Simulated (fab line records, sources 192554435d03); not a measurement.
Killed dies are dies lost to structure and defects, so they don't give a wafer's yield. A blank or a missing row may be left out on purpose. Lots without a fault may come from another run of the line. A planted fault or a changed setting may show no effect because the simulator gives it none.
fab line records | flow n5_finfet | part 2 of 2: steps 22 to 27 of 27
record lots=5 wafers=15 last_day=18
route steps=1938 shown MIM_BOT_LITHO@1865 MIM_BOT_ETCH@1866 PASS1_CAP@1873 TV_LITHO@1875 TV_OPEN@1887
lots that met no fault: from a run of the same line without faults
start_h: hours from the record's first day to the start of the lot's first wafer shown | wait_h: hours since the lot's step before | " the same as in the row above | L1.1+2: a row that stands for several wafers | - no value, or no start given | * or withheld: withheld | < > ~ a bound
route shown NAME@n: a module of which the file shows steps, and the number in the route of the first | usual: mean/standard deviation of fault-free wafers | same: alike in all rows | chamber/n: place in a boat | sites: the reading at each site | _std_site: their standard deviation | _edge_site: outer sites' mean less inner sites' | radius_mm: how far each site lies from the wafer's centre | mask NAME#n: copy n | behind: the tool/chamber that last shaped the wafer | hold: why the lot was held/for how many hours/how that ended | device: the transistor (n, p or np) that didn't switch | end of line: the same wafers' tests at the end of the route | a step without rows: its recipe alone | killed: dies lost to structure and defects at the first sort, not the wafer's yield | map: a wafer's dies, x killed, . not, _ none there
set.NAME: the setting as run; set.NAME@STEP: as run at that earlier step | model.NAME: the simulator's own value behind a step, which no gauge read
lots at some steps of the route; a table a step, a row a wafer
services: from which hour (start_h, from the record's first day; less than 0 if before it) a tool's chamber was out of use, for how many hours, and why
## steps
# step N5_PASSIVATION_DESCUM_12
# recipe chemistry=O2 time_s=7.9 source_power_w=50 bias_power_w=20 pressure_mtorr=20 rf_frequency_hz=2.712e+07 temp_c=40 o2_flow_sccm=225
# usual drypump_motor_current_A=5.6/0.36 o2_flow_sccm=225.1/0.65 oes_product_au=0.80/0.096 rf_vpp_V=243.3/1.2 showerhead_plenum_p_Torr=2.09/0.054 throttle_valve_pct=20.36/0.25
# columns lot.wafer tool chamber start_h wait_h drypump_motor_current_A o2_flow_sccm oes_product_au rf_hours_counter_h rf_vpp_V showerhead_plenum_p_Torr throttle_valve_pct
L083.3 rie_diel-02 2 339.68 0.0 5.4 223.5 0.70 213 245.3 2.14 20.21
L083.4 " 1 " " 6.5 224.4 0.67 - 241.2 2.05 20.47
L083.6 " 3 " " 5.1 225.3 0.94 - 242.7 2.03 20.14
L082.1 rie_diel-03 2 346.91 0.0 5.6 225.2 0.79 127 244.2 2.08 20.10
L082.5 " 3 " " 6.0 224.8 0.76 - 243.4 2.07 20.59
L082.6 " 0 " " 5.6 226.6 0.85 - 242.8 2.02 20.03
L088.4 rie_diel-04 2 347.67 0.1 5.6 224.8 0.75 - 245.0 2.16 20.28
L088.5 " 3 " " 5.2 225.3 0.67 - 244.3 2.15 20.67
L088.6 " 0 " " 6.0 224.4 0.95 - 243.0 2.14 20.39
L097.1 rie_diel-04 0 407.01 0.2 6.0 225.0 0.90 25 244.1 2.13 20.41
L097.4 " 1 " " 5.8 225.1 0.96 15 242.7 2.08 20.68
L097.6 " 2 " " 5.6 224.0 0.75 - 244.8 2.16 20.31
L096.2 rie_diel-04 2 418.47 0.3 5.6 225.3 0.74 157 243.0 2.15 20.29
L096.4 " 3 " " 5.2 224.9 0.91 11 243.1 2.14 20.15
L096.5 " 2 " " 5.7 225.4 0.75 - 244.9 2.15 20.31
# step N5_PASSIVATION_PASS_ETCH_74
# recipe chemistry=CF4/O2 target=SiNx target_depth_a=2200 time_s=110 ion_energy_ev=100 pressure_mtorr=40 source_w=535 bias_w=49 Ar_flow_sccm=100 cf4_flow_sccm=100 O2_flow_sccm=10
# usual drypump_motor_current_A=5.6/0.36 mfc_ar_sccm=100.0/0.32 oes_ar_750_au=0.80/0.091 oes_product_au=0.80/0.094 rf_vpp_V=240/7.1 showerhead_plenum_p_Torr=2.21/0.061 throttle_valve_pct=15.99/0.21
# columns lot.wafer tool chamber start_h wait_h drypump_motor_current_A mfc_ar_sccm oes_ar_750_au oes_product_au rf_hours_counter_h rf_vpp_V showerhead_plenum_p_Torr throttle_valve_pct
L083.3 rie_diel-02 2 339.75 0.0 5.4 100.1 0.70 0.69 213 246 2.27 15.90
L083.4 " 1 " " 6.5 100.0 0.71 0.69 - 242 2.17 16.12
L083.6 " 3 " " 5.0 99.8 0.93 0.94 - 227 2.17 15.89
L082.1 rie_diel-03 2 346.98 0.0 5.6 100.0 0.77 0.78 127 244 2.23 15.96
L082.5 " 3 " " 6.0 100.0 0.74 0.73 - 230 2.20 16.28
L082.6 " 0 " " 5.6 100.0 0.87 0.88 - 248 2.13 15.57
L088.4 rie_diel-04 2 347.75 0.0 5.6 99.9 0.80 0.79 - 240 2.31 16.01
L088.5 " 3 " " 5.2 100.0 0.67 0.67 - 238 2.27 16.29
L088.6 " 0 " " 6.1 99.5 0.92 0.92 - 232 2.27 15.92
L097.1 rie_diel-04 0 407.08 0.0 6.0 100.2 0.87 0.88 25 234 2.26 15.96
L097.4 " 1 " " 5.8 100.2 0.93 0.94 15 239 2.17 16.01
L097.6 " 2 " " 5.6 100.0 0.79 0.76 - 239 2.30 16.04
L096.2 rie_diel-04 2 418.54 0.0 5.6 100.4 0.78 0.75 157 242 2.30 16.06
L096.4 " 3 " " 5.2 100.0 0.95 0.95 11 250 2.27 15.77
L096.5 " 2 " " 5.6 100.4 0.78 0.76 - 242 2.30 16.03
# step N5_PASSIVATION_VIA_ETCH_13
# recipe chemistry=CHF3/O2 target=SiO2 target_depth_a=6600 CHF3_flow_sccm=50 O2_flow_sccm=5 Ar_flow_sccm=200 time_s=330 mask_material=PR pressure_mtorr=30 source_w=650 bias_w=170 ion_energy_ev=200 ends=cleared
# usual drypump_motor_current_A=5.6/0.36 etch_rf_on_time_s=236/6.4 mfc_ar_sccm=200.0/0.61 oes_ar_750_au=0.80/0.089 oes_product_au=0.72/0.085 rf_vpp_V=522/16 showerhead_plenum_p_Torr=2.42/0.07 throttle_valve_pct=18.91/0.2
# columns lot.wafer tool chamber start_h wait_h drypump_motor_current_A etch_rf_on_time_s mfc_ar_sccm oes_ar_750_au oes_product_au rf_hours_counter_h rf_vpp_V showerhead_plenum_p_Torr throttle_valve_pct
L083.3 rie_diel-02 2 339.84 0.0 5.4 235 199.2 0.69 0.63 213 535 2.48 18.79
L083.4 " 1 " " 6.5 241 199.9 0.71 0.61 - 525 2.38 19.01
L083.6 " 3 " " 5.1 235 200.3 0.92 0.83 - 498 2.38 18.85
L082.1 rie_diel-03 2 347.07 0.0 5.6 236 201.0 0.78 0.71 127 530 2.44 18.86
L082.5 " 3 " " 6.0 236 200.0 0.73 0.66 - 500 2.40 19.09
L082.6 " 0 " " 5.6 229 200.2 0.85 0.78 - 537 2.35 18.56
L088.4 rie_diel-04 2 347.90 0.1 5.6 233 199.1 0.78 0.70 - 523 2.54 19.03
L088.5 " 3 " " 5.2 237 199.3 0.68 0.61 - 518 2.50 19.27
L088.6 " 0 " " 6.1 243 199.2 0.93 0.85 - 506 2.46 18.77
L097.1 rie_diel-04 0 407.17 0.0 6.1 242 199.7 0.88 0.79 25 505 2.45 18.78
L097.4 " 1 " " 5.8 231 199.3 0.93 0.87 15 521 2.38 18.97
L097.6 " 2 " " 5.6 235 200.2 0.77 0.69 - 522 2.54 19.05
L096.2 rie_diel-04 2 418.63 0.0 5.7 227 200.2 0.77 0.69 157 523 2.54 19.06
L096.4 " 3 " " 5.2 227 199.1 0.95 0.86 11 544 2.50 18.79
L096.5 " 2 " " 5.6 233 199.7 0.77 0.68 - 522 2.54 19.06
# step N5_PASSIVATION_STRIP_14
# recipe chemistry=O2 power_w=600 temp_c=60 pressure_mtorr=30 rf_frequency_hz=6e+07 bias_power_w=0 overash_fraction=0.5 o2_flow_sccm=225
# usual drypump_motor_current_A=5.6/0.37 o2_flow_sccm=225.1/0.61 oes_product_au=0.80/0.096 rf_vpp_V=3.6/0.93 showerhead_plenum_p_Torr=2.09/0.054 throttle_valve_pct=16.61/0.22
# columns lot.wafer tool chamber start_h wait_h drypump_motor_current_A o2_flow_sccm oes_product_au rf_hours_counter_h rf_vpp_V showerhead_plenum_p_Torr throttle_valve_pct
L083.3 rie_diel-02 2 340.04 0.1 5.4 224.9 0.68 213 3.5 2.15 16.53
L083.4 " 1 " " 6.5 225.6 0.66 - 5.0 2.06 16.77
L083.6 " 3 " " 5.1 224.3 0.92 - 3.7 2.04 16.40
L082.1 rie_diel-03 2 347.27 0.1 5.6 225.5 0.80 127 2.9 2.08 16.43
L082.5 " 3 " " 6.0 225.6 0.75 - 2.7 2.08 16.85
L082.6 " 0 " " 5.6 224.6 0.85 - 4.2 2.03 16.28
L088.4 rie_diel-04 2 348.01 0.0 5.6 225.1 0.76 - 4.0 2.17 16.53
L088.5 " 3 " " 5.2 224.9 0.66 - 2.8 2.15 16.92
L088.6 " 0 " " 6.0 225.4 0.96 - 2.8 2.15 16.56
L097.1 rie_diel-04 0 407.36 0.1 6.0 224.4 0.90 25 4.4 2.14 16.59
L097.4 " 1 " " 5.7 224.8 0.96 15 3.2 2.08 16.84
L097.6 " 2 " " 5.7 225.1 0.75 - 3.0 2.16 16.60
L096.2 rie_diel-04 2 418.83 0.1 5.6 224.3 0.73 158 2.2 2.16 16.59
L096.4 " 3 " " 5.2 225.9 0.90 11 5.1 2.15 16.38
L096.5 " 2 " " 5.6 224.1 0.73 - 3.5 2.16 16.57
# step N5_PASSIVATION_ETCH_15
# recipe chemistry=CF4/N2 target=SiCN target_depth_a=750 taper_deg=2 time_s=81.2 ion_energy_ev=150 mask_material=SiNx pressure_mtorr=40 source_w=430 bias_w=70 Ar_flow_sccm=100 cf4_flow_sccm=60 n2_flow_sccm=60
# usual drypump_motor_current_A=5.6/0.37 mfc_ar_sccm=99.99/0.3 oes_product_au=0.80/0.093 rf_vpp_V=382.4/1.7 showerhead_plenum_p_Torr=2.22/0.062 throttle_valve_pct=15.45/0.2
# columns lot.wafer tool chamber start_h wait_h drypump_motor_current_A mfc_ar_sccm oes_product_au rf_hours_counter_h rf_vpp_V showerhead_plenum_p_Torr throttle_valve_pct
L083.3 rie_diel-02 2 - - 5.4 99.53 0.69 213 384.5 2.27 15.37
L083.4 " 1 " " 6.5 100.09 0.69 - 381.0 2.17 15.55
L083.6 " 3 " " 5.1 99.70 0.93 - 381.5 2.18 15.38
L082.1 rie_diel-03 2 - - 5.6 99.31 0.79 127 382.3 2.22 15.39
L082.5 " 3 " " 6.0 100.00 0.73 - 380.5 2.20 15.69
L082.6 " 0 " " 5.6 100.23 0.87 - 381.2 2.14 15.08
L088.4 rie_diel-04 2 - - 5.6 100.22 0.78 - 383.1 2.32 15.51
L088.5 " 3 " " 5.2 100.05 0.68 - 383.3 2.28 15.75
L088.6 " 0 " " 6.0 99.77 0.93 - 384.2 2.27 15.36
L097.1 rie_diel-04 0 - - 6.0 100.36 0.88 25 383.2 2.26 15.39
L097.4 " 1 " " 5.7 99.73 0.94 15 381.7 2.18 15.46
L097.6 " 2 " " 5.6 99.72 0.77 - 385.0 2.31 15.55
L096.2 rie_diel-04 2 - - 5.6 100.19 0.76 158 385.8 2.31 15.54
L096.4 " 3 " " 5.2 100.47 0.95 11 385.2 2.27 15.21
L096.5 " 2 " " 5.6 100.05 0.76 - 386.0 2.31 15.54
# step N5_PASSIVATION_STRIP_73
# recipe chemistry=post_etch_residue_remover time_s=60 temp_c=25 remover_ph=withheld remover_water_wt_pct=withheld remover_fluoride_wt_pct=withheld
# columns lot.wafer tool chamber start_h wait_h
L083.3+4+6 wet_bench-03 1,0,6 340.19 -
L082.1+5+6 wet_bench-03 7,4,2 347.42 -
L088.4+5+6 wet_bench-04 4,1,2 348.15 -
L097.1+4+6 wet_bench-04 6,5,7 407.52 -
L096.2+4+5 wet_bench-04 2,4,5 418.99 -
## services
# columns tool chamber start_h hours kind
krf_scanner-02 - 312.71 4.0 pm
rie_diel-01 2 318.89 28.1 repair
pecvd-03 - 325.45 6.0 pm
rie_diel-02 1 325.70 5.8 repair
rie_diel-04 1 329.40 - clean
rie_diel-04 1 329.40 - consumable_replace:focus_ring
rie_diel-04 1 329.40 24.2 scheduled_down
rie_diel-04 1 329.40 24.2 vent_cycle
rie_diel-05 3 331.24 12.5 repair
rie_diel-02 - 336.72 1.5 repair
wet_bench-05 - 336.84 1.5 repair
rie_diel-02 0 338.68 16.4 repair
rie_metal-03 0 340.53 12.6 repair
rie_diel-02 1 345.34 5.4 repair
rie_diel-03 1 345.36 16.0 repair
rie_diel-01 - 353.12 0.2 repair
rie_diel-05 2 372.14 6.0 repair
rie_diel-03 0 377.86 4.7 repair
rie_metal-01 - 382.72 0.7 repair
pecvd-03 2 400.10 4.0 repair
rie_diel-02 - 411.01 2.8 pm
wet_bench-04 - 411.72 4.5 repair
rie_diel-06 - 412.18 0.6 repair
rie_diel-03 - 417.58 2.8 pm
